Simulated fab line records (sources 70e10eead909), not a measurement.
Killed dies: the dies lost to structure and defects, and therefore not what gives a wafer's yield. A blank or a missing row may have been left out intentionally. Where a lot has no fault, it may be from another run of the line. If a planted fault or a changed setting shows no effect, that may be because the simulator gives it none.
Chamber matching	flow nand-harc	NHARC_A_DECK1_JOINT_CMP_02 on cmp-02: 4 sister chambers
The step polishes SiOx. 14 wafers are shown with their chamber, then 7 later ones without.

## WAFERS WITH THEIR CHAMBER
wafer	chamber	motor-current-A (A)	retaining-ring-pressure-frac
L446.1	1	10.2	1.006
L446.3	0	10.3	0.992
L446.4	2	13.2	1.005
L447.1	0	11.0	1.008
L447.3	3	13.2	1.009
L447.5	0	10.8	1.006
L449.1	1	10.3	0.999
L449.2	2	13.4	0.995
L449.3	3	13.3	1.005
L450.4	2	13.6	1.008
L450.5	3	13.4	1.000
L450.6	2	13.1	1.006
L454.4	3	14.1	1.005
L454.5	2	13.4	0.998

SIGNATURES (means of the wafers above)
reading	chamber 0	chamber 1	chamber 2	chamber 3	scatter within a chamber
motor-current-A	10.700	10.250	13.340	13.500	0.303
retaining-ring-pressure-frac	1.00200	1.00250	1.00240	1.00475	0.00585
Rule: for each reading, subtract the chamber's mean from the wafer's reading, divide by that reading's scatter and square the result; add these up over the readings and take the root, which gives the wafer's distance from the chamber. If the next closest chamber is less than 2 further off than the closest, the wafer can't be placed; otherwise it belongs to the closest. How the scatter is found: for the shown wafers, subtract from each reading the mean of its chamber, square and add these, divide the total by (wafers less chambers), then take the root.

## WAFERS WITHOUT THEIR CHAMBER
wafer	motor-current-A (A)	retaining-ring-pressure-frac
L454.6	13.6	1.005
L462.2	10.8	1.001
L462.4	12.9	1.007
L462.5	13.5	1.006
L469.1	14.0	1.001
L469.4	10.2	1.000
L469.5	10.5	0.997

## WHICH CHAMBER EACH ONE RAN IN
wafer	from the rows above	in truth
L454.6	can't be placed: 3 or 2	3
L462.2	can't be placed: 0 or 1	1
L462.4	can't be placed: 2 or 3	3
L462.5	can't be placed: 3 or 2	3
L469.1	can't be placed: 3 or 2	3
L469.4	can't be placed: 1 or 0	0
L469.5	can't be placed: 0 or 1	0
Correct placement for 0 of the 7. From these rows, 7 cannot be placed; in 7 the true chamber is one of the candidates. Number placed wrongly: 0.
